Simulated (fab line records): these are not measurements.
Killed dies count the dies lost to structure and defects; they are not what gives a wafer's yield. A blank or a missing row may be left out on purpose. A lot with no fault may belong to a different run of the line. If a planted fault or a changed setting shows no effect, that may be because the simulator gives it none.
Which of the tools did it? || flow n5 finfet || 24 wafers from 8 lots sampled at 6 of the route's 1938 steps

== WHAT THE GAUGES READ, wafer by wafer ==
N5_STI_FIN_REVEAL_INSPECT_13: inspects for defects (darkfield). Usual: raw defect count at 12, with a standard deviation of 5.2.
{"lot": "L871", "measured": "day 2 13:32", "on": "defect inspect-01", "raw defect count": "10 16 7", "flag": ""}
{"lot": "L872", "measured": "day 2 20:01", "on": "defect inspect-01", "raw defect count": "8 14 21", "flag": ""}
{"lot": "L877", "measured": "day 4 01:01", "on": "defect inspect-02", "raw defect count": "7 6 17", "flag": ""}
{"lot": "L879", "measured": "day 4 16:55", "on": "defect inspect-01", "raw defect count": "14 10 16", "flag": ""}
{"lot": "L884", "measured": "day 5 20:23", "on": "defect inspect-01", "raw defect count": "1411 1401 1323", "flag": "OFF"}
{"lot": "L885", "measured": "day 6 01:58", "on": "defect inspect-02", "raw defect count": "1385 1382 1335", "flag": "OFF"}
{"lot": "L891", "measured": "day 7 14:29", "on": "defect inspect-01", "raw defect count": "8 14 20", "flag": ""}
{"lot": "L893", "measured": "day 8 00:38", "on": "defect inspect-02", "raw defect count": "12 11 5", "flag": ""}

N5_BEOL_M4_RC_MEAS_101. Usual: DIBL_N 36.0 mV/V, standard deviation 1.7; DIBL_P 36.0 mV/V, standard deviation 2; IOFF_N 0.156 nA/um, standard deviation 0.028; IOFF_P 0.21 nA/um, standard deviation 0.04; ION_N 673 uA/um, standard deviation 12; ION_P 463 uA/um, standard deviation 8.3; SS_N 71.4 mV/dec, standard deviation 0.6; SS_P 73.3 mV/dec, standard deviation 0.66; VT_N 250 mV, standard deviation 3; VT_P -250 mV, standard deviation 3.8.
{"lot": "L871", "measured": "day 7 21:32", "on": "prober-01", "DIBL_N (mV/V)": "35.2 33.2 33.7", "DIBL_P (mV/V)": "35.4 33.1 34.3", "IOFF_N (nA/um)": "0.146 0.118 0.132", "IOFF_P (nA/um)": "0.20 0.16 0.19", "ION_N (uA/um)": "668 661 667", "ION_P (uA/um)": "470 461 458", "SS_N (mV/dec)": "71.2 70.4 71.0", "SS_P (mV/dec)": "73.2 73.0 72.7", "VT_N (mV)": "252 254 252", "VT_P (mV)": "-250 -253 -250", "flag": ""}
{"lot": "L872", "measured": "day 8 05:31", "on": "prober-01", "DIBL_N (mV/V)": "33.3 35.7 35.2", "DIBL_P (mV/V)": "32.2 35.4 34.4", "IOFF_N (nA/um)": "0.102 0.135 0.136", "IOFF_P (nA/um)": "0.17 0.20 0.20", "ION_N (uA/um)": "653 654 666", "ION_P (uA/um)": "460 456 459", "SS_N (mV/dec)": "70.6 72.1 71.4", "SS_P (mV/dec)": "72.2 73.7 72.7", "VT_N (mV)": "256 254 254", "VT_P (mV)": "-253 -251 -249", "flag": ""}
{"lot": "L877", "measured": "day 9 11:20", "on": "prober-02", "DIBL_N (mV/V)": "39.3 36.9 38.1", "DIBL_P (mV/V)": "39.6 36.2 36.6", "IOFF_N (nA/um)": "0.205 0.154 0.160", "IOFF_P (nA/um)": "0.27 0.21 0.21", "ION_N (uA/um)": "676 662 662", "ION_P (uA/um)": "471 456 455", "SS_N (mV/dec)": "72.0 71.2 71.5", "SS_P (mV/dec)": "75.0 74.1 74.0", "VT_N (mV)": "248 254 254", "VT_P (mV)": "-247 -253 -254", "flag": ""}
{"lot": "L879", "measured": "day 9 16:02", "on": "prober-02", "DIBL_N (mV/V)": "36.1 36.3 36.6", "DIBL_P (mV/V)": "35.1 35.6 35.9", "IOFF_N (nA/um)": "0.155 0.168 0.159", "IOFF_P (nA/um)": "0.20 0.22 0.22", "ION_N (uA/um)": "669 681 673", "ION_P (uA/um)": "462 465 461", "SS_N (mV/dec)": "71.7 70.9 71.8", "SS_P (mV/dec)": "73.6 73.2 74.5", "VT_N (mV)": "252 248 251", "VT_P (mV)": "-251 -247 -250", "flag": ""}
{"lot": "L884", "measured": "day 11 03:14", "on": "prober-01", "DIBL_N (mV/V)": "36.4 34.0 35.7", "DIBL_P (mV/V)": "37.6 35.2 37.5", "IOFF_N (nA/um)": "0.171 0.133 0.155", "IOFF_P (nA/um)": "0.28 0.25 0.28", "ION_N (uA/um)": "694 680 688", "ION_P (uA/um)": "480 485 480", "SS_N (mV/dec)": "71.3 70.9 71.4", "SS_P (mV/dec)": "73.8 73.3 74.7", "VT_N (mV)": "248 249 248", "VT_P (mV)": "-240 -243 -244", "flag": ""}
{"lot": "L885", "measured": "day 11 05:07", "on": "prober-01", "DIBL_N (mV/V)": "35.5 37.3 37.1", "DIBL_P (mV/V)": "34.7 36.9 37.1", "IOFF_N (nA/um)": "0.141 0.182 0.174", "IOFF_P (nA/um)": "0.20 0.23 0.24", "ION_N (uA/um)": "656 684 688", "ION_P (uA/um)": "460 472 467", "SS_N (mV/dec)": "70.8 71.4 71.6", "SS_P (mV/dec)": "73.3 72.7 73.9", "VT_N (mV)": "254 249 249", "VT_P (mV)": "-251 -248 -248", "flag": ""}
{"lot": "L891", "measured": "day 13 12:47", "on": "prober-01", "DIBL_N (mV/V)": "38.1 37.2 38.8", "DIBL_P (mV/V)": "38.5 36.4 38.3", "IOFF_N (nA/um)": "0.208 0.179 0.202", "IOFF_P (nA/um)": "0.24 0.20 0.25", "ION_N (uA/um)": "692 673 686", "ION_P (uA/um)": "468 455 466", "SS_N (mV/dec)": "71.7 71.9 72.1", "SS_P (mV/dec)": "73.9 73.5 74.6", "VT_N (mV)": "247 249 246", "VT_P (mV)": "-249 -254 -250", "flag": ""}
{"lot": "L893", "measured": "day 13 10:40", "on": "prober-01", "DIBL_N (mV/V)": "35.1 36.1 35.9", "DIBL_P (mV/V)": "35.2 36.0 36.8", "IOFF_N (nA/um)": "0.132 0.156 0.150", "IOFF_P (nA/um)": "0.16 0.18 0.19", "ION_N (uA/um)": "676 674 680", "ION_P (uA/um)": "463 461 462", "SS_N (mV/dec)": "70.9 71.5 71.0", "SS_P (mV/dec)": "72.4 73.2 72.9", "VT_N (mV)": "251 250 251", "VT_P (mV)": "-254 -256 -253", "flag": ""}

== EACH LOT AND THE TOOL THAT RAN IT (in order: tool; ch and the chambers of the sampled wafers; start) ==
{"lot": "L871", "N5_FIN_CUT_ETCH_20": "rie diel-05 ch 0,1,3, day 2 03:40", "N5_STI_FIN_REVEAL_CMP_04": "cmp-02 ch 2,3, day 2 09:45", "N5_STI_FIN_REVEAL_ETCHBACK_08": "rie diel-03 ch 0,1,3, day 2 10:27", "N5_STI_FIN_REVEAL_PRECLEAN_32": "remote plasma-01 ch 1, day 2 13:01"}
{"lot": "L872", "N5_FIN_CUT_ETCH_20": "rie diel-02 ch 0,1,2, day 2 09:42", "N5_STI_FIN_REVEAL_CMP_04": "cmp-02 ch 0,1,2, day 2 16:22", "N5_STI_FIN_REVEAL_ETCHBACK_08": "rie diel-03 ch 0,3, day 2 16:58", "N5_STI_FIN_REVEAL_PRECLEAN_32": "remote plasma-02 ch 1, day 2 19:29"}
{"lot": "L877", "N5_FIN_CUT_ETCH_20": "rie diel-02 ch 0,1,2, day 3 14:59", "N5_STI_FIN_REVEAL_CMP_04": "cmp-03 ch 1,2,3, day 3 21:21", "N5_STI_FIN_REVEAL_ETCHBACK_08": "rie diel-06 ch 0,2, day 3 21:53", "N5_STI_FIN_REVEAL_PRECLEAN_32": "remote plasma-02 ch 1, day 4 00:28"}
{"lot": "L879", "N5_FIN_CUT_ETCH_20": "rie diel-02 ch 0,1, day 4 06:50", "N5_STI_FIN_REVEAL_CMP_04": "cmp-02 ch 0,1, day 4 12:53", "N5_STI_FIN_REVEAL_ETCHBACK_08": "rie diel-01 ch 2,3, day 4 13:51", "N5_STI_FIN_REVEAL_PRECLEAN_32": "remote plasma-02 ch 1, day 4 16:23"}
{"lot": "L884", "N5_FIN_CUT_ETCH_20": "rie diel-04 ch 0,2,3, day 5 10:40", "N5_STI_FIN_REVEAL_CMP_04": "cmp-01 ch 0,2,3, day 5 16:44", "N5_STI_FIN_REVEAL_ETCHBACK_08": "rie diel-06 ch 1,3, day 5 17:13", "N5_STI_FIN_REVEAL_PRECLEAN_32": "remote plasma-02 ch 0, day 5 19:53"}
{"lot": "L885", "N5_FIN_CUT_ETCH_20": "rie diel-05 ch 0,1,2, day 5 16:08", "N5_STI_FIN_REVEAL_CMP_04": "cmp-03 ch 1,2,3, day 5 22:11", "N5_STI_FIN_REVEAL_ETCHBACK_08": "rie diel-03 ch 0,3, day 5 22:56", "N5_STI_FIN_REVEAL_PRECLEAN_32": "remote plasma-02 ch 1, day 6 01:27"}
{"lot": "L891", "N5_FIN_CUT_ETCH_20": "rie diel-02 ch 1,2, day 7 02:57", "N5_STI_FIN_REVEAL_CMP_04": "cmp-02 ch 0,1,2, day 7 10:23", "N5_STI_FIN_REVEAL_ETCHBACK_08": "rie diel-03 ch 0,1,2, day 7 11:11", "N5_STI_FIN_REVEAL_PRECLEAN_32": "remote plasma-01 ch 0, day 7 13:54"}
{"lot": "L893", "N5_FIN_CUT_ETCH_20": "rie diel-05 ch 1,3, day 7 14:49", "N5_STI_FIN_REVEAL_CMP_04": "cmp-02 ch 0,1,2, day 7 20:59", "N5_STI_FIN_REVEAL_ETCHBACK_08": "rie diel-03 ch 0,1,3, day 7 21:29", "N5_STI_FIN_REVEAL_PRECLEAN_32": "remote plasma-01 ch 1, day 8 00:06"}
- N5_FIN_CUT_ETCH_20: etches SiARC in CF4, target depth 26 nm, time 43.3 s.
- N5_STI_FIN_REVEAL_CMP_04: polishes, stops on Si3N4, t overpolish 4 s, target thk 131.83 nm.
- N5_STI_FIN_REVEAL_ETCHBACK_08: etches SiO2 in C4F6/O2, target depth 30.5 nm, time 10.167 s.
- N5_STI_FIN_REVEAL_PRECLEAN_32: cleans in NF3:NH3, afs cycles 1, time 20 s, sublimation time 60 s.

== WHAT THE TOOLS THEMSELVES READ (means of the sampled wafers that have a number; where no wafer has one, the mark that the record gives instead) ==
N5_FIN_CUT_ETCH_20. Usual: drypump motor current A 5.9 A, standard deviation 0.58; etch rf on time s 43.7 s, standard deviation 1.1; oes product au 0.64 a.u., standard deviation 0.065; rf vpp V 183.8 V, standard deviation 1.1; showerhead plenum p Torr 2.13 Torr, standard deviation 0.067; throttle valve pct 15.69 %, standard deviation 0.19.
{"lot": "L871", "tool": "rie diel-05", "drypump motor current A (A)": 5.8, "etch rf on time s (s)": 42.8, "oes product au (a.u.)": 0.69, "rf vpp V (V)": 182.8, "showerhead plenum p Torr (Torr)": 2.13, "throttle valve pct (%)": 15.43, "flag": ""}
{"lot": "L872", "tool": "rie diel-02", "drypump motor current A (A)": 6.0, "etch rf on time s (s)": 43.6, "oes product au (a.u.)": 0.66, "rf vpp V (V)": 183.5, "showerhead plenum p Torr (Torr)": 2.12, "throttle valve pct (%)": 15.78, "flag": ""}
{"lot": "L877", "tool": "rie diel-02", "drypump motor current A (A)": 6.0, "etch rf on time s (s)": 43.2, "oes product au (a.u.)": 0.66, "rf vpp V (V)": 183.6, "showerhead plenum p Torr (Torr)": 2.12, "throttle valve pct (%)": 15.80, "flag": ""}
{"lot": "L879", "tool": "rie diel-02", "drypump motor current A (A)": 5.8, "etch rf on time s (s)": 43.6, "oes product au (a.u.)": 0.60, "rf vpp V (V)": 183.2, "showerhead plenum p Torr (Torr)": 2.09, "throttle valve pct (%)": 15.85, "flag": ""}
{"lot": "L884", "tool": "rie diel-04", "drypump motor current A (A)": 5.5, "etch rf on time s (s)": 43.2, "oes product au (a.u.)": 0.59, "rf vpp V (V)": 183.9, "showerhead plenum p Torr (Torr)": 2.15, "throttle valve pct (%)": 15.75, "flag": ""}
{"lot": "L885", "tool": "rie diel-05", "drypump motor current A (A)": 5.8, "etch rf on time s (s)": 42.5, "oes product au (a.u.)": 0.71, "rf vpp V (V)": 183.4, "showerhead plenum p Torr (Torr)": 2.14, "throttle valve pct (%)": 15.51, "flag": ""}
{"lot": "L891", "tool": "rie diel-02", "drypump motor current A (A)": 6.6, "etch rf on time s (s)": 45.0, "oes product au (a.u.)": 0.67, "rf vpp V (V)": 184.0, "showerhead plenum p Torr (Torr)": 2.16, "throttle valve pct (%)": 15.89, "flag": ""}
{"lot": "L893", "tool": "rie diel-05", "drypump motor current A (A)": 5.9, "etch rf on time s (s)": 43.6, "oes product au (a.u.)": 0.67, "rf vpp V (V)": 183.0, "showerhead plenum p Torr (Torr)": 2.07, "throttle valve pct (%)": 15.48, "flag": ""}

N5_STI_FIN_REVEAL_CMP_04. Usual: head pressure psi 2.001 psi, standard deviation 0.0042; motor current A 7.8 A, standard deviation 0.75; overpolish run s 4.000 s, standard deviation 0.0093; platen rpm 54.18 rpm, standard deviation 0.04; slurry filter dp kPa 13.49 kPa, standard deviation 0.15; time to endpoint s 101 s, standard deviation 5.1.
{"lot": "L871", "tool": "cmp-02", "head pressure psi (psi)": 1.998, "motor current A (A)": 7.5, "overpolish run s (s)": 4.005, "platen rpm (rpm)": 54.15, "slurry filter dp kPa (kPa)": 13.38, "time to endpoint s (s)": 97, "flag": ""}
{"lot": "L872", "tool": "cmp-02", "head pressure psi (psi)": 1.998, "motor current A (A)": 7.5, "overpolish run s (s)": 3.996, "platen rpm (rpm)": 54.18, "slurry filter dp kPa (kPa)": 13.54, "time to endpoint s (s)": 93, "flag": ""}
{"lot": "L877", "tool": "cmp-03", "head pressure psi (psi)": 2.005, "motor current A (A)": 8.1, "overpolish run s (s)": 4.001, "platen rpm (rpm)": 54.14, "slurry filter dp kPa (kPa)": 13.59, "time to endpoint s (s)": 104, "flag": ""}
{"lot": "L879", "tool": "cmp-02", "head pressure psi (psi)": 2.004, "motor current A (A)": 7.4, "overpolish run s (s)": 3.995, "platen rpm (rpm)": 54.15, "slurry filter dp kPa (kPa)": 13.39, "time to endpoint s (s)": 97, "flag": ""}
{"lot": "L884", "tool": "cmp-01", "head pressure psi (psi)": 2.000, "motor current A (A)": 7.9, "overpolish run s (s)": 4.001, "platen rpm (rpm)": 54.20, "slurry filter dp kPa (kPa)": 13.50, "time to endpoint s (s)": 108, "flag": ""}
{"lot": "L885", "tool": "cmp-03", "head pressure psi (psi)": 1.999, "motor current A (A)": 8.3, "overpolish run s (s)": 4.005, "platen rpm (rpm)": 54.19, "slurry filter dp kPa (kPa)": 13.51, "time to endpoint s (s)": 105, "flag": ""}
{"lot": "L891", "tool": "cmp-02", "head pressure psi (psi)": 1.997, "motor current A (A)": 7.8, "overpolish run s (s)": 4.003, "platen rpm (rpm)": 54.17, "slurry filter dp kPa (kPa)": 13.60, "time to endpoint s (s)": 97, "flag": ""}
{"lot": "L893", "tool": "cmp-02", "head pressure psi (psi)": 2.003, "motor current A (A)": 7.7, "overpolish run s (s)": 4.008, "platen rpm (rpm)": 54.18, "slurry filter dp kPa (kPa)": 13.45, "time to endpoint s (s)": 99, "flag": ""}

N5_STI_FIN_REVEAL_ETCHBACK_08. Usual: O2_flow_sccm 10.00 sccm, standard deviation 0.031; drypump motor current A 5.8 A, standard deviation 0.41; oes product au 0.79 a.u., standard deviation 0.097; rf vpp V 661 V, standard deviation 11; showerhead plenum p Torr 2.88 Torr, standard deviation 0.07; throttle valve pct 21.27 %, standard deviation 0.22.
{"lot": "L871", "tool": "rie diel-03", "O2_flow_sccm (sccm)": 9.99, "drypump motor current A (A)": 5.9, "oes product au (a.u.)": 0.71, "rf vpp V (V)": 659, "showerhead plenum p Torr (Torr)": 2.85, "throttle valve pct (%)": 21.36, "flag": ""}
{"lot": "L872", "tool": "rie diel-03", "O2_flow_sccm (sccm)": 10.03, "drypump motor current A (A)": 5.8, "oes product au (a.u.)": 0.72, "rf vpp V (V)": 658, "showerhead plenum p Torr (Torr)": 2.84, "throttle valve pct (%)": 21.18, "flag": ""}
{"lot": "L877", "tool": "rie diel-06", "O2_flow_sccm (sccm)": 10.03, "drypump motor current A (A)": 5.3, "oes product au (a.u.)": 0.78, "rf vpp V (V)": 679, "showerhead plenum p Torr (Torr)": 2.98, "throttle valve pct (%)": 21.31, "flag": ""}
{"lot": "L879", "tool": "rie diel-01", "O2_flow_sccm (sccm)": 10.01, "drypump motor current A (A)": 5.4, "oes product au (a.u.)": 0.73, "rf vpp V (V)": 650, "showerhead plenum p Torr (Torr)": 2.83, "throttle valve pct (%)": 21.33, "flag": ""}
{"lot": "L884", "tool": "rie diel-06", "O2_flow_sccm (sccm)": 9.97, "drypump motor current A (A)": 5.9, "oes product au (a.u.)": 0.89, "rf vpp V (V)": 665, "showerhead plenum p Torr (Torr)": 2.98, "throttle valve pct (%)": 21.15, "flag": ""}
{"lot": "L885", "tool": "rie diel-03", "O2_flow_sccm (sccm)": 9.96, "drypump motor current A (A)": 5.8, "oes product au (a.u.)": 0.70, "rf vpp V (V)": 657, "showerhead plenum p Torr (Torr)": 2.83, "throttle valve pct (%)": 21.22, "flag": ""}
{"lot": "L891", "tool": "rie diel-03", "O2_flow_sccm (sccm)": 10.01, "drypump motor current A (A)": 5.7, "oes product au (a.u.)": 0.92, "rf vpp V (V)": 663, "showerhead plenum p Torr (Torr)": 2.88, "throttle valve pct (%)": 21.24, "flag": ""}
{"lot": "L893", "tool": "rie diel-03", "O2_flow_sccm (sccm)": 10.03, "drypump motor current A (A)": 5.9, "oes product au (a.u.)": 0.94, "rf vpp V (V)": 658, "showerhead plenum p Torr (Torr)": 2.83, "throttle valve pct (%)": 21.07, "flag": ""}

N5_STI_FIN_REVEAL_PRECLEAN_32. Usual: pressure torr at 3.000 Torr, with a standard deviation of 0.006.
{"lot": "L871", "tool": "remote plasma-01", "pressure torr (Torr)": 3.002, "flag": ""}
{"lot": "L872", "tool": "remote plasma-02", "pressure torr (Torr)": 3.000, "flag": ""}
{"lot": "L877", "tool": "remote plasma-02", "pressure torr (Torr)": 3.002, "flag": ""}
{"lot": "L879", "tool": "remote plasma-02", "pressure torr (Torr)": 2.986, "flag": ""}
{"lot": "L884", "tool": "remote plasma-02", "pressure torr (Torr)": 3.001, "flag": ""}
{"lot": "L885", "tool": "remote plasma-02", "pressure torr (Torr)": 3.002, "flag": ""}
{"lot": "L891", "tool": "remote plasma-01", "pressure torr (Torr)": 3.002, "flag": ""}
{"lot": "L893", "tool": "remote plasma-01", "pressure torr (Torr)": 3.001, "flag": ""}

== THE ANSWER, worked out from the rows above alone ==
Rule: a lot counts as off when the mean over its wafers that have a number is more than 3 standard deviations away from the usual mean. A lot without any number at a reading at which 4 lots or more have one is off too. Any other lot the step has rows for is counted as sound. The gauges are gone through in route order, then the tools' own readings, and for those a lot's mean is taken as printed above. The first step at which some lot is off is used, and at that step the reading that is off furthest; a lot without a number counts as furthest.
Off: L884, L885, at N5_STI_FIN_REVEAL_INSPECT_13 (raw defect count).
A tool fits if, at a process step before that reading, it ran every lot that is off, and no sound lot after the first of them. Gauges at N5_STI_FIN_REVEAL_INSPECT_13: tried the same way as those tools. One fits: remote plasma-02 at N5_STI_FIN_REVEAL_PRECLEAN_32. A fault onset in the window from L879 (day 4 16:23, its last sound lot) to L884 (day 5 19:53, its first lot off) fits.

== WHAT THE SIMULATOR PUT IN ==
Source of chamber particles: remote plasma-02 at N5_STI_FIN_REVEAL_PRECLEAN_32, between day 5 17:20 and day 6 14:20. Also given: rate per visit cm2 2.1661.
Lots struck among those shown: L884, L885. The same result came from the rule above.
